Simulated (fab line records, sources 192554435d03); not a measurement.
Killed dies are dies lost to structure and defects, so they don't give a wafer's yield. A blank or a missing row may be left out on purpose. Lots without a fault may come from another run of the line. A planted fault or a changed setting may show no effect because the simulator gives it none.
A struck lot beside a sound one | flow n5_finfet | 16 steps out of a route of 1938
Sound: wafers L232.3, L232.4, L232.6. Struck: wafer L240.2. (L240.5 of the same lot was not struck and is left out.) The cause comes at the end.
At each step with rows: each side's tool, then ch and its chambers, then its first start. Under that, the readings that differ: sound wafers | struck wafers | difference of the means | sigmas: that difference in standard deviations of wafers without a fault.
alike: readings whose means differ by less than 2 such deviations, and words and numbers that are the same on both sides. not compared: withheld readings, readings that some wafer has no value for, bounds like >300 that may hide the same value, and numbers for which the record gives no deviation and whose values overlap.
The two part at a step that has a row with sigmas, a row that says differs or no value, or rows on one side only. Numbers that don't overlap but have no deviation are shown without sigmas and don't part them. A reading that every wafer of one side lacks parts them only if that side has two wafers or more.

first, 1 step without rows for these wafers: N5_ZERO_LAYER_SRD_01 (time 30 s, dry time 30 s).
N5_ZERO_LAYER_PECVD_02: deposits SiO2 from SiH4/N2O, target thk 10 nm, time 6 s.
  sound on pecvd-03 ch 0,1,2, day 3 06:17; struck on pecvd-01 ch 1, day 5 06:17
  alike: heater_power_outer_w, heater_power_w, showerhead_plenum_p_Torr
then, 8 steps without rows for these wafers: N5_ZERO_LAYER_HMDS_04 (time 60 s); N5_ZERO_LAYER_COAT_05 (resist thk 1000 nm); N5_ZERO_LAYER_EBR_07; N5_ZERO_LAYER_SOFTBAKE_06 (time 90 s); N5_ZERO_LAYER_EXPOSE_08 (exposes mask ZERO, defocus 0 nm, target cd 2000 nm); N5_ZERO_LAYER_PEB_09; N5_ZERO_LAYER_DEVELOP_10 (develop time 60 s); N5_ZERO_LAYER_HARDBAKE_23 (time 120 s).
N5_ZERO_LAYER_CD_MEAS_11: target cd 2000 nm.
  sound on cd_sem-01 ch 0, day 3 06:39; struck on cd_sem-02 ch 0, day 5 06:38
  alike: cd_nm
N5_ZERO_LAYER_DESCUM_16: chemistry O2, time 7.9 s.
  sound on rie_diel-02 ch 0,2,3, day 3 06:41; struck on rie_diel-02 ch 1, day 5 06:41
  alike: drypump_motor_current_A, o2_flow_sccm, oes_product_au, rf_vpp_V, showerhead_plenum_p_Torr, throttle_valve_pct
  not compared: rf_hours_counter_h
N5_ZERO_LAYER_ETCH_17: etches SiO2 in CF4, target depth 12 nm, time 13.3 s.
  sound on rie_diel-02 ch 0,2,3, day 3 06:43; struck on rie_diel-02 ch 1, day 5 06:43
  reading                  | sound             | struck | difference | sigmas
  model.etch.depth_nm (nm) | 11.66 12.21 11.95 | 15.47  | +3.53      |
  alike: drypump_motor_current_A, oes_product_au, rf_vpp_V, showerhead_plenum_p_Torr, throttle_valve_pct
  not compared: rf_hours_counter_h
N5_ZERO_LAYER_ETCH_18: etches Si in HBr/Cl2, target depth 120 nm, time 40 s.
  sound on rie_si-03 ch 2,3, day 3 06:47; struck on rie_si-05 ch 3, day 5 06:47
  alike: drypump_motor_current_A, oes_product_au, throttle_valve_pct
  not compared: rf_hours_counter_h
-- the record jumps here: 7 days lie between the struck wafers' starts before and after (it left off in module ZERO_LAYER and takes up again in module BEOL_M4, whose first step shown is number 1111 of the route) --
N5_BEOL_M4_RC_MEAS_101:
  sound on prober-01 ch 0, day 10 07:38; struck on prober-01 ch 0, day 11 23:26
  alike: DIBL_N, DIBL_P, IOFF_N, IOFF_P, ION_N, ION_P, SS_N, SS_P, VT_N, VT_P
-- the record jumps here: 5 days lie between the struck wafers' starts before and after (it left off in module BEOL_M4 and takes up again in module PASSIVATION, whose first step shown is number 1936 of the route) --
N5_PASSIVATION_PROBE_49:
  sound on prober-02, day 15 04:38; struck on prober-02, day 17 07:52
  reading      | sound    | struck | difference | sigmas
  killed_short | 37 47 45 | 22     | -21        | -3
  alike: defect_limited_yield, killed_at_M0_to_M3, killed_at_M4_up, killed_at_contacts, killed_at_front_end, killed_at_other, killed_dies, killed_open, sort_bin_4_leakage, sort_bin_5_function, sort_bin_6_memory, sort_n_pass, sort_yield_pct

WHERE THEY PART
Only at N5_PASSIVATION_PROBE_49, within this record.

WHY: what the simulator had put in
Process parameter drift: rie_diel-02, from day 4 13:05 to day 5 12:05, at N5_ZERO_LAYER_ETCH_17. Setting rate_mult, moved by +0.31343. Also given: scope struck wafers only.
